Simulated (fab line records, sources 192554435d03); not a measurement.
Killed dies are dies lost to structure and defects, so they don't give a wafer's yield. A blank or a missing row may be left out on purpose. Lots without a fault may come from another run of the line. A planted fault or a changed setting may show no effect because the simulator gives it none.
Chamber matching | flow n5_finfet | N5_SD_EPI_P_SD_RECESS_17 on rie_si-04: 4 sister chambers
The step chemistry HBr/Cl2/O2, target depth 39.1 nm, bt time 3 s. 20 wafers are shown with their chamber, then 10 later ones without.

WAFERS WITH THEIR CHAMBER
wafer  | chamber | drypump_motor_current_A (A) | oes_product_au (a.u.) | oes_o_777_au (a.u.)
L075.1 | 3       | 5.9                         | 1.012                 | 1.011
L075.4 | 0       | 5.2                         | 0.994                 | 0.988
L075.6 | 1       | 5.1                         | 0.983                 | 1.005
L076.2 | 2       | 6.2                         | 1.015                 | 1.011
L076.3 | 3       | 5.9                         | 1.009                 | 0.995
L076.6 | 2       | 6.1                         | 1.021                 | 1.015
L077.2 | 1       | 5.1                         | 0.986                 | 1.006
L077.3 | 2       | 6.1                         | 1.022                 | 1.013
L077.4 | 0       | 5.2                         | 0.998                 | 0.992
L079.2 | 0       | 5.3                         | 1.008                 | 0.995
L079.3 | 3       | 5.9                         | 1.020                 | 1.007
L079.5 | 1       | 5.1                         | 0.991                 | 1.011
L080.1 | 3       | 5.9                         | 1.012                 | 1.002
L080.3 | 2       | 6.1                         | 1.014                 | 1.011
L080.4 | 1       | 5.1                         | 0.978                 | 1.006
L081.1 | 3       | 5.9                         | 1.008                 | 1.005
L081.4 | 2       | 6.1                         | 1.014                 | 1.003
L081.6 | 1       | 5.1                         | 0.982                 | 1.000
L084.3 | 1       | 5.1                         | 0.987                 | 1.014
L084.4 | 2       | 6.1                         | 1.018                 | 1.007

SIGNATURES (means of the wafers above)
reading                 | chamber 0 | chamber 1 | chamber 2 | chamber 3 | scatter within a chamber
drypump_motor_current_A | 5.233     | 5.100     | 6.117     | 5.900     | 0.0306
oes_product_au          | 1.00000   | 0.98450   | 1.01733   | 1.01220   | 0.00473
oes_o_777_au            | 0.99167   | 1.00700   | 1.01000   | 1.00400   | 0.00489
Rule: a wafer's distance from a chamber is the root of the sum, over the readings, of the square of ((its reading less the chamber's mean) divided by the reading's scatter). The wafer belongs to the nearest chamber; if the next one is less than 2 further off, it can't be placed. The scatter: the root of (the sum of the squares of (reading less its chamber's mean) over the shown wafers, divided by (wafers less chambers)).

WAFERS WITHOUT THEIR CHAMBER
wafer  | drypump_motor_current_A (A) | oes_product_au (a.u.) | oes_o_777_au (a.u.)
L084.6 | 5.1                         | 0.990                 | 1.004
L085.3 | 6.1                         | 1.021                 | 1.011
L085.5 | 5.2                         | 0.995                 | 0.993
L085.6 | 5.9                         | 1.020                 | 1.002
L091.1 | 6.1                         | 1.014                 | 1.002
L091.4 | 5.9                         | 1.017                 | 1.004
L091.6 | 5.3                         | 0.998                 | 0.998
L095.2 | 6.1                         | 1.025                 | 1.010
L095.4 | 5.1                         | 0.981                 | 1.001
L095.5 | 6.1                         | 1.019                 | 1.008

WHICH CHAMBER EACH WENT THROUGH
wafer  | from the rows above | in truth
L084.6 | 1                   | 1
L085.3 | 2                   | 2
L085.5 | 0                   | 0
L085.6 | 3                   | 3
L091.1 | 2                   | 2
L091.4 | 3                   | 3
L091.6 | 0                   | 0
L095.2 | 2                   | 2
L095.4 | 1                   | 1
L095.5 | 2                   | 2
Placed correctly: 10 of 10. Can't be placed from these rows: 0. Placed wrongly: 0.
